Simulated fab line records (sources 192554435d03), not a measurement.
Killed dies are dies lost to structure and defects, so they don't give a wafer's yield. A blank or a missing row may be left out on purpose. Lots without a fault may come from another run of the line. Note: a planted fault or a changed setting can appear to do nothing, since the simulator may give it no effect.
Chamber matching ; flow n5-finfet ; rie-diel-02 running N5_BEOL_M7_ETCH_66: 4 sister chambers
The step etches SOC in N2/H2, target depth 80 nm, overetch 16 nm, time 120 s. 8 wafers are shown with their chamber, then 8 later ones without.

== WAFERS PAIRED WITH THEIR CHAMBERS ==
wafer;chamber;drypump-motor-current-A (A);showerhead-plenum-p-Torr (Torr)
L080.3;3;5.5;2.68
L080.4;2;6.3;2.58
L083.3;1;6.4;2.52
L083.5;0;6.3;2.51
L088.1;0;6.3;2.50
L088.2;3;5.5;2.67
L088.4;1;6.4;2.51
L096.1;2;6.4;2.56

== WAFERS WITH NO CHAMBER GIVEN ==
wafer;drypump-motor-current-A (A);showerhead-plenum-p-Torr (Torr)
L096.5;6.3;2.50
L096.6;5.5;2.67
L097.4;6.4;2.56
L097.5;6.3;2.50
L097.6;6.4;2.50
L092.1;6.4;2.56
L092.3;6.3;2.50
L092.5;6.4;2.50

== WHICH CHAMBER EACH WENT THROUGH ==
wafer;from the rows above;in truth
L096.5;0;0
L096.6;3;3
L097.4;2;2
L097.5;0;0
L097.6;can't be placed: 1 or 0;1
L092.1;2;2
L092.3;0;0
L092.5;can't be placed: 1 or 0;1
Correctly placed: 6 of 8. Can't be placed from these rows: 2 (the true chamber is among the candidates in 2). Number placed wrongly: 0.
How it was worked out, from the rows above alone: a wafer's distance from a chamber is the root of the sum, over the readings, of the square of ((its reading less the chamber's mean) divided by the reading's scatter). If the next closest chamber is less than 2 further off than the closest, the wafer can't be placed; otherwise it belongs to the closest. The mean given for a chamber averages the wafers shown for that chamber. How the scatter is found: for the shown wafers, subtract from each reading the mean of its chamber, square and add these, divide the total by (wafers less chambers), then take the root.
